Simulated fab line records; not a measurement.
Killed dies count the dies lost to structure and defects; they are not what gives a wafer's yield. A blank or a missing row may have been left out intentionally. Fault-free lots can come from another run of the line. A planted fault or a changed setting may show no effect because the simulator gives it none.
Code-filled problem report in 8D (eight disciplines) form + flow nandHarc + the parts of the form that need people (team, actions taken, sign-off) are left out

== 1. THE ISSUE ==
A mean of 730 is read at NHARC_A_ZERO_WELL_INSPECT_17 for rawDefectCount, taken on 1 wafer of 1 lot, against 9 (standard deviation 5.1) on wafers free of any fault. So: +99 or more standard deviations from the usual mean.
First observed at day 9 12:58: wafer L136.5, on defectInspect-01. At this step, 36 wafers from 12 lots have a number in the record. Rule for "out" (also "out of limits"): further than 4 standard deviations from the usual mean. Any other wafer with a number is counted as sound.

== 2. WHAT IT IS; WHAT IT IS NOT ==
| question                    | is               | is not                                                                                                   |
|-----------------------------|------------------|----------------------------------------------------------------------------------------------------------|
| which readings at this step | rawDefectCount   | -                                                                                                        |
| which lots                  | L136             | L130, L131, L132, L135, L144, L145, L147, L149, L150, L151, L153                                         |
| which wafers of those lots  | L136.5           | L136.2, L136.4                                                                                           |
| read on which gauges        | defectInspect-01 | defectInspect-02                                                                                         |
| when                        | from day 9 12:58 | up to then (14 sound wafers); but 21 sound wafers of L144, L145, L147, L149, L150, L151, L153 came after |

== 3. WHAT RULES OUT EACH SUSPECT ==
Counting: a tool at a process step up to the reading stays a suspect if it ran every lot that is out. Sound lots after the first of them don't rule it out here, since some wafers of a struck lot are sound.
- the gauge at NHARC_A_ZERO_WELL_INSPECT_17: kept. All the wafers that are out were read on defectInspect-01, and no step on other tools shows them out.
- rtpAnneal-02 at NHARC_P_BONDPAD_ANNEAL_28 (time 90 s): kept. The lot that is out, L136, ran on it at day 9 09:14; the last sound lot it ran before that was L135, at day 8 15:54.
- rieSi-06 at NHARC_A_ZERO_WELL_ETCH_13 (etches the open film in HBr/Cl2, target depth 120 nm, time 40.1 s): kept. The lot that is out, L136, ran on it at day 9 11:49; the last sound lot it ran before that was L135, at day 8 18:22.
- At NHARC_A_ZERO_WELL_ETCH_13 on rieSi-06, chamber 3 took the sound wafers of the same lots and chamber 0 took the wafers that are out.
The count leaves rtpAnneal-02 at NHARC_P_BONDPAD_ANNEAL_28, rieSi-06 at NHARC_A_ZERO_WELL_ETCH_13, and defectInspect-01 at NHARC_A_ZERO_WELL_INSPECT_17.

== 4. THE CAUSE (what the simulator had put in) ==
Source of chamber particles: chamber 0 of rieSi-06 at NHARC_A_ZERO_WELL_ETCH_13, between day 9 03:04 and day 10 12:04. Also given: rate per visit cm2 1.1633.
This tool is one of the 3 suspects left after counting.

== 5. SEQUENCE OF EFFECTS, ordered by route ==
Rows list readings where the struck wafers' mean (over those with a number) sits beyond 3 standard deviations from the usual. Scope: only readings with a usual standard deviation given in the record; hours: median across lots of the time from each lot's start at the first step in this table that gives one to its start at this step; sigmas: change in usual standard deviations.
| hours | step                            | reading        | usual | on struck wafers | change | sigmas      |
|-------|---------------------------------|----------------|-------|------------------|--------|-------------|
| 0     | NHARC_A_ZERO_WELL_INSPECT_17    | rawDefectCount | 9     | 730              | +721   | +99 or more |
| 21    | NHARC_A_SOURCE_PLATE_INSPECT_08 | rawDefectCount | 50    | 791              | +741   | +44         |
| 446   | NHARC_END_SORT_01               | killedAtArray  | 55    | 122              | +67    | +3.9        |
| 446   | NHARC_END_SORT_01               | killedDies     | 59    | 124              | +65    | +3.6        |
Later measuring or inspecting steps at which every struck wafer that the step has a row for has a number for every such reading, and none has moved that far: NHARC_A_SOURCE_PLATE_THK_MEAS_09.

== 6. WHAT WOULD HAVE CAUGHT IT SOONER ==
10 hours passed between the start of the fault at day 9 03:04 and the first reading out of limits at a measuring or inspecting step in this record, taken at day 9 12:58.
An alarm limit of 4 standard deviations would not have fired on the tool readings at NHARC_A_ZERO_WELL_ETCH_13 for which the record gives a usual standard deviation, since none of them was out on any struck wafer.
By day 9 12:58, every lot that is out (1) had started NHARC_A_ZERO_WELL_ETCH_13 on rieSi-06. Holding the tool at that point would not have protected any of them.
